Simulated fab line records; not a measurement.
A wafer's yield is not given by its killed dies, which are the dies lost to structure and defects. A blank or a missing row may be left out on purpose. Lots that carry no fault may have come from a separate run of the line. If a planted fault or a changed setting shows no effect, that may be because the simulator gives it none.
Comparing a struck lot with a sound one -- flow n5Finfet -- 16 out of 1938 route steps
Sound: wafers L933.2, L933.4, L933.6. Wafers struck: L945.1, L945.4, L945.5. The cause is given at the end.
Per side, at each step with rows, come the tool, then ch with its chambers, and then its first start. Under that, the readings that differ: sound wafers -- struck wafers -- difference of the means -- sigmas: that difference in standard deviations of wafers without a fault.
alike: readings with means less than 2 such deviations apart, plus words and numbers identical on both sides. not compared: withheld readings, readings lacking a value on some wafer, bounds such as >300 that could conceal the same value, and numbers that have no deviation in the record and whose values overlap.
A row with sigmas, a row that says differs or no value, or rows on one side alone: a step with any of these is where the two part. Numbers that have no deviation but don't overlap get no sigmas and don't part them. A reading that every wafer of one side lacks parts them only if that side has two wafers or more.

N5_BEOL_M1_OVL_MEAS_12:
  sound on overlay-02 ch 0, day 8 09:47; struck on overlay-02 ch 0, day 11 03:41
  alike: M1_OVL
N5_BEOL_M1_INSPECT_13: inspects for defects (brightfield).
  sound on defectInspect-02, day 8 09:51; struck on defectInspect-01, day 11 03:44
reading,sound,struck,difference,sigmas
rawDefectCount,328 308 293,494 536 532,+211,+2
then, 1 step without rows for these wafers: N5_BEOL_M1_DESCUM_16 (chemistry O2, time 7 s).
N5_BEOL_M1_ETCH_74: etches underlayer in N2/H2, target depth 6.5 nm, time 5.2 s.
  sound on rieDiel-03 ch 0,2,3, day 8 09:55; struck on rieDiel-05 ch 1,2,3, day 11 04:08
  alike: drypumpMotorCurrentA, etchRfOnTimeS, n2FlowSccm, oesProductAu, rfVppV, showerheadPlenumPTorr, throttleValvePct
  not compared: rfHoursCounterH
then, 1 step without rows for these wafers: N5_BEOL_M1_ETCH_63 (etches SiARC in CF4, target depth 15.6 nm, time 26 s).
N5_BEOL_M1_ETCH_64: etches SOC in N2/H2, target depth 75 nm, overetch 15 nm, time 112.5 s.
  sound on rieDiel-03 ch 0,2,3, day 8 09:58; struck on rieDiel-05 ch 1,2,3, day 11 04:10
  alike: drypumpMotorCurrentA, n2FlowSccm, oesProductAu, rfVppV, showerheadPlenumPTorr, throttleValvePct
  not compared: rfHoursCounterH
then, 2 steps without rows for these wafers: N5_BEOL_M1_STRIP_65 (strips in N2/H2); N5_BEOL_M1_STRIP_75 (strips in N2/H2).
N5_BEOL_M1_STRIP_66: strips in CF4.
  sound on rieDiel-03 ch 0,2,3, day 8 10:05; struck on rieDiel-05 ch 1,2,3, day 11 04:18
  alike: drypumpMotorCurrentA, oesProductAu, rfVppV, showerheadPlenumPTorr, throttleValvePct
  not compared: rfHoursCounterH
N5_BEOL_M1_HM_OPEN_17: chemistry Cl2/BCl3, target TiN, target depth 20 nm, overetch 6 nm.
  sound on rieMetal-03 ch 0,1, day 8 10:08; struck on rieMetal-01 ch 1, day 11 04:20
  alike: drypumpMotorCurrentA, oesProductAu, throttleValvePct
  not compared: rfHoursCounterH
N5_BEOL_M1_STRIP_19: strips in O2.
  sound on rieDiel-03 ch 0,2, day 8 10:14; struck on rieDiel-02 ch 1,3, day 11 04:27
  alike: drypumpMotorCurrentA, oesProductAu, rfVppV, showerheadPlenumPTorr, throttleValvePct
  not compared: rfHoursCounterH
N5_BEOL_M1_CD_MEAS_18: pitch 36 nm, target cd 18 nm.
  sound on cdSem-03, day 8 10:19; struck on cdSem-02, day 11 04:31
  alike: cdNm
N5_BEOL_M1_COAT_67: time 60 s, resist thk 60 nm.
  sound on lithoTrack-01 ch 0, day 8 10:20; struck on lithoTrack-05 ch 0, day 11 04:34
reading,sound,struck,difference,sigmas
heaterPowerTotalW (W),501.0 499.6 500.8,488.4 488.2 487.5,-12.4,-7
plateTempC (C),249.83 249.94 249.71,244.42 244.43 244.32,-5.44,-29
  alike: chillPlateTempC
then, 1 step without rows for these wafers: N5_BEOL_M1_COAT_68 (time 60 s, resist thk 12 nm).
-- a jump in the record: the struck wafers' starts before and after are 3 days apart (it breaks off in module BEOL_M1 and resumes in module BEOL_M4, where the first step shown is number 1111 of the route) --
N5_BEOL_M4_RC_MEAS_101:
  sound on prober-02 ch 0, day 12 13:22; struck on prober-02 ch 0, day 14 13:49
reading,sound,struck,difference,sigmas
DIBL_N (mV/V),34.3 32.2 34.1,39.4 37.2 36.8,+4.3,+2
IOFF_N (nA/um),0.13 0.11 0.14,0.24 0.18 0.17,+0.07,+2
IOFF_P (nA/um),0.18 0.16 0.20,0.31 0.23 0.22,+0.07,+2
  alike: DIBL_P, ION_N, ION_P, SS_N, SS_P, VT_N, VT_P
-- the record jumps here: 5 days lie between the struck wafers' starts before and after (it left off in module BEOL_M4 and takes up again in module PASSIVATION, whose first step shown is number 1936 of the route) --
N5_PASSIVATION_PROBE_49:
  sound on prober-02, day 16 18:31; struck on prober-01, day 19 18:17
  alike: defectLimitedYield, killed_at_M0_to_M3, killed_at_M4_up, killedAtContacts, killedAtFrontEnd, killedAtOther, killedDies, killedOpen, killedShort, sort_bin_5_function, sort_bin_6_memory, sort_bin_8_speed, sortNPass, sortYieldPct

== WHERE THEY PART ==
First at N5_BEOL_M1_INSPECT_13; last, within this record, at N5_BEOL_M4_RC_MEAS_101. Later steps at which nothing parts them and some readings are alike: N5_PASSIVATION_PROBE_49.

WHY: whatever the simulator had introduced
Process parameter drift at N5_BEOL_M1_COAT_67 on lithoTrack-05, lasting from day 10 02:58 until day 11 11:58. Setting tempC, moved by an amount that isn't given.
